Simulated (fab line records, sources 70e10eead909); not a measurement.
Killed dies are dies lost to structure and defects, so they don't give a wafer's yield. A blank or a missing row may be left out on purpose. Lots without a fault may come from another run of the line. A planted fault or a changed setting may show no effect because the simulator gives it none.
A struck lot beside a sound one | flow nand_harc | 14 steps out of a route of 1159
Sound: wafers L388.3, L388.5, L388.6. Struck: wafers L395.3, L395.4, L395.6. The cause comes at the end.
At each step with rows: each side's tool, then ch and its chambers, then its first start. Under that, the readings that differ: sound wafers | struck wafers | difference of the means | sigmas: that difference in standard deviations of wafers without a fault.
alike: readings whose means differ by less than 2 such deviations, and words and numbers that are the same on both sides. not compared: withheld readings, readings that some wafer has no value for, bounds like >300 that may hide the same value, and numbers for which the record gives no deviation and whose values overlap.
The two part at a step that has a row with sigmas, a row that says differs or no value, or rows on one side only. Numbers that don't overlap but have no deviation are shown without sigmas and don't part them. A reading that every wafer of one side lacks parts them only if that side has two wafers or more.

NHARC_A_STAIRCASE_STRIP_316: strips in O2.
  sound on rie_diel-13 ch 0,2,3; struck on rie_diel-06 ch 0,2,3
  alike: drypump_motor_current_A, oes_product_au, rf_vpp_V, showerhead_plenum_p_Torr, throttle_valve_pct
  not compared: rf_hours_counter_h
then, 3 steps without rows for these wafers: NHARC_A_STAIRCASE_STRIP_317 (strips in SPM, time 900 s); NHARC_A_STAIRCASE_PRECLEAN_318 (cleans in SC1); NHARC_A_STAIRCASE_SRD_329.
NHARC_A_STAIRCASE_ALD_415: deposits SiO2, target thk 30 nm, pulse time 6 s, ald cycles 300.
  sound on ald_hk-02 ch 1,2, day 14 10:17; struck on ald_hk-04 ch 0,2, day 15 11:13
  alike: heater_power_outer_w, heater_power_w, precursor_pulse_height_rel, susceptor_temp_C
NHARC_A_STAIRCASE_ETCHBACK_416: etches the open film in C4F8/O2/Ar, target depth 36 nm, time 7.2 s.
  sound on rie_diel-01 ch 0,1,3, day 14 13:49; struck on rie_diel-06 ch 0,1,3
  reading               | sound          | struck         | difference | sigmas
  oes_product_au (a.u.) | 1.01 1.00 1.02 | 0.93 0.92 0.91 | -0.09      | -3
  alike: rf_vpp_V
  not compared: rf_hours_counter_h
NHARC_A_STAIRCASE_STRIP_476: strips in O2, time 20 s.
  sound on rie_diel-01 ch 0,1,3, day 14 13:56; struck on rie_diel-06 ch 2,3, day 15 13:25
  alike: drypump_motor_current_A, oes_product_au, rf_vpp_V, showerhead_plenum_p_Torr, throttle_valve_pct
  not compared: rf_hours_counter_h
NHARC_A_STAIRCASE_DEP_417: deposits Si3N4, target thk 60 nm.
  sound on pecvd-01 ch 0,2, day 14 14:01; struck on pecvd-04 ch 0,1,2, day 15 13:34
  alike: heater_power_w, susceptor_temp_C
then, 3 steps without rows for these wafers: NHARC_A_STAIRCASE_WET_418 (chemistry H3PO4, target depth 20 nm); NHARC_A_STAIRCASE_PRECLEAN_419 (cleans in SC1); NHARC_A_STAIRCASE_SRD_421.
NHARC_A_STAIRCASE_ALD_420: deposits SiO2, target thk 20 nm, pulse time 6 s, ald cycles 200.
  sound on ald_hk-01 ch 2,3, day 14 17:47; struck on ald_hk-01 ch 0,1, day 15 17:17
  no value came back on the struck wafers for any of 5 readings (ald_cycles, heater_power_outer_w (W) and others); on the sound wafers ald_cycles reads 200 200 200
then, 1 step without rows for these wafers: NHARC_A_STAIRCASE_CVD_552 (deposits SiNx, target thk 40 nm).
-- the record jumps here: 9 days lie between the struck wafers' starts before and after (it left off in module A_STAIRCASE and takes up again in module END, whose first step shown is number 1159 of the route) --
NHARC_END_SORT_01:
  sound on prober-02 ch 0, day 24 02:00; struck on prober-01 ch 0, day 24 17:22
  reading         | sound | struck      | difference | sigmas
  killed_at_array | 38 39 | 672 671 675 | +634       | +58
  killed_dies     | 41 41 | 677 677 677 | +636       | +58
  alike: killed_at_other, killed_at_periphery, killed_open, killed_short

WHERE THEY PART
First at NHARC_A_STAIRCASE_ETCHBACK_416; last, within this record, at NHARC_END_SORT_01.

WHY: what the simulator had put in
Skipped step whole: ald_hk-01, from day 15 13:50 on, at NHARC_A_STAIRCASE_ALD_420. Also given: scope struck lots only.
